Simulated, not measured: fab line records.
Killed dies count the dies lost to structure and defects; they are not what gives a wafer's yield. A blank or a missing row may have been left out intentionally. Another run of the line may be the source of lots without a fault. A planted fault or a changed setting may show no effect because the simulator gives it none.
Comparing a struck lot with a sound one + flow nand-harc + 13 steps out of a route of 1302
Sound: the wafers L374.2, L374.4, L374.5. Struck: wafer L386.5 (left out: L386.1, L386.3 of the same lot, which were not struck); the cause appears at the end.
Order at every step that has rows: each side's tool, ch and its chambers, its first start. Under that, the readings that differ: sound wafers + struck wafers + difference of the means + sigmas: that difference in standard deviations of wafers without a fault.
alike: readings with means less than 2 such deviations apart, plus words and numbers identical on both sides. not compared: withheld readings, readings lacking a value on some wafer, bounds such as >300 that could conceal the same value, and numbers that have no deviation in the record and whose values overlap.
A row with sigmas, a row that says differs or no value, or rows on one side alone: a step with any of these is where the two part. Numbers that have no deviation but don't overlap get no sigmas and don't part them. A reading that every wafer of one side lacks parts them only if that side has two wafers or more.

first, 2 steps without rows for these wafers: NHARC_A_ONON_D1_ANNEAL_15 (time 3600 s); NHARC_A_ONON_D1_DEP_16 (target thk 1000 nm).
NHARC_A_ONON_D1_THK_MEAS_18: measures by ellipsometry.
  sound: film-metro-01 at day 11 05:56; struck: film-metro-02 at day 16 10:45
| reading     | sound          | struck | difference | sigmas |
|-------------|----------------|--------|------------|--------|
| thk-nm (nm) | 1007 1006 1007 | 977    | -30        | -3     |
then, 1 step without rows for these wafers: NHARC_A_ONON_D1_DEP_19 (target thk 1000 nm).
NHARC_A_ONON_D1_THK_MEAS_21: measures by ellipsometry.
  sound: film-metro-02 at day 11 06:29; struck: film-metro-01 at day 16 11:19
  alike: thk-nm
then, 1 step without rows for these wafers: NHARC_A_ONON_D1_DEP_22 (target thk 1000 nm).
NHARC_A_ONON_D1_THK_MEAS_24: measures by ellipsometry.
  sound: film-metro-02 at day 11 07:04; struck: film-metro-02 at day 16 11:53
  alike: thk-nm
then, 1 step without rows for these wafers: NHARC_A_ONON_D1_DEP_25 (target thk 1000 nm).
NHARC_A_ONON_D1_THK_MEAS_27: measures by ellipsometry.
  sound: film-metro-02 at day 11 07:38; struck: film-metro-01 at day 16 12:28
| reading     | sound       | struck | difference | sigmas |
|-------------|-------------|--------|------------|--------|
| thk-nm (nm) | 992 992 991 | 1012   | +20        | +2     |
then, 1 step without rows for these wafers: NHARC_A_ONON_D1_DEP_28 (target thk 1000 nm).
NHARC_A_ONON_D1_THK_MEAS_30: measures by ellipsometry.
  sound: film-metro-02 at day 11 08:11; struck: film-metro-02 at day 16 13:01
  alike: thk-nm
NHARC_A_ONON_D1_DEP_33: deposits SiO2, target thk 200 nm.
  sound on pecvd-02 ch 0,2, day 11 08:15; struck on pecvd-04 ch 0, day 16 13:04
| reading            | sound             | struck | difference | sigmas |
|--------------------|-------------------|--------|------------|--------|
| rf-fwd-power-W (W) | 902.0 898.8 898.5 | 791.7  | -108.1     | -40    |
  alike: heater-power-outer-w, heater-power-w, throttle-valve-pct
NHARC_A_ONON_D1_THK_MEAS_34: measures by ellipsometry.
  sound: film-metro-02 at day 11 08:40; struck: film-metro-02 at day 16 13:29
| reading     | sound             | struck | difference | sigmas |
|-------------|-------------------|--------|------------|--------|
| thk-nm (nm) | 198.6 204.6 203.5 | 196.1  | -6.1       | -2     |

== WHERE THEY PART ==
Last at NHARC_A_ONON_D1_THK_MEAS_34 as far as this record goes, first at NHARC_A_ONON_D1_THK_MEAS_18.

WHY: what the simulator had put in
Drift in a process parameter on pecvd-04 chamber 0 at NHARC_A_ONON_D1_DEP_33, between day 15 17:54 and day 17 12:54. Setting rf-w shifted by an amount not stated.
